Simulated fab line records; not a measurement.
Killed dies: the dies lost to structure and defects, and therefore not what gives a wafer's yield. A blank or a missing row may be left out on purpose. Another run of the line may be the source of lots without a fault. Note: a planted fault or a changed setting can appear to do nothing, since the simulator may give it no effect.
Comparing a struck lot with a sound one ; flow nand-harc ; 14 steps out of a route of 1159
Sound: wafers L211.2, L211.4, L211.6. The struck wafers were L204.3, L204.4, L204.6. At the end, the cause is stated.
Each step with rows lists, per side, the tool, then ch with its chambers, then its first start. Under that, the readings that differ: sound wafers ; struck wafers ; difference of the means ; sigmas: that difference in standard deviations of wafers without a fault.
alike: a reading whose means differ by less than 2 such deviations, as well as words and numbers matching on both sides. not compared: withheld readings; readings where some wafer has no value; bounds like >300 that might hide an equal value; numbers whose values overlap and for which the record gives no deviation.
A row with sigmas, a row that says differs or no value, or rows on one side alone: a step with any of these is where the two part. When numbers do not overlap yet have no deviation, they are printed without sigmas and do not part them. A reading missing from all wafers of one side parts the sides only when that side holds two or more wafers.

NHARC_P_M2_PRE_CLEAN_32: time 12 s.
  sound on pecvd-02 ch 1,2, day 10 14:45; struck on pecvd-02 ch 1,2, day 8 19:08
  alike: heater-power-outer-w, heater-power-w
NHARC_P_M2_DEP_33: deposits SiCN, target thk 30 nm.
  sound on pecvd-02 ch 1,2, day 10 14:53; struck on pecvd-02 ch 1,2, day 8 19:17
  alike: heater-power-outer-w, heater-power-w
NHARC_P_BONDPAD_DEP_00: deposits SiCN, target thk 250 nm.
  sound on pecvd-03 ch 0,1,2, day 10 15:14; struck on pecvd-01 ch 1,2, day 8 19:42
  alike: heater-power-outer-w, heater-power-w
NHARC_P_BONDPAD_CMP_32: polishes SiCN, target thk 200 nm.
  sound on cmp-02 ch 0,1,2, day 10 15:39; struck on cmp-02 ch 0,1,3, day 8 20:04
  alike: edge-zone-pressure-frac, motor-current-A
NHARC_P_BONDPAD_THK_MEAS_33: measures by ellipsometry.
  sound on film-metro-01, day 10 15:53; struck on film-metro-02, day 8 20:16
  alike: thk-nm
then, 7 steps without rows for these wafers: NHARC_P_BONDPAD_SRD_34; NHARC_P_BONDPAD_DEHYDRATE_01 (time 120 s); NHARC_P_BONDPAD_HMDS_02 (time 30 s); NHARC_P_BONDPAD_COAT_36 (time 65 s); NHARC_P_BONDPAD_COAT_03 (resist thk 600 nm); NHARC_P_BONDPAD_SOFTBAKE_04 (time 70 s); NHARC_P_BONDPAD_EBR_05.
NHARC_P_BONDPAD_EXPOSE_06: exposes mask P BPAD.
  struck on krf-scanner-03, day 8 20:41; sound on krf-scanner-03 ch 0, day 10 16:11
  no value came back on the struck wafers for exposure-dose-mJ-cm2, focus-offset-nm (nm); on the sound wafers exposure-dose-mJ-cm2 reads 37.7 37.7 37.7
  alike: mask
then, 1 step without rows for these wafers: NHARC_P_BONDPAD_PEB_07 (peb time 80 s).

WHERE THEY PART
NHARC_P_BONDPAD_EXPOSE_06 only, going by this record.

WHY: the cause the simulator had injected
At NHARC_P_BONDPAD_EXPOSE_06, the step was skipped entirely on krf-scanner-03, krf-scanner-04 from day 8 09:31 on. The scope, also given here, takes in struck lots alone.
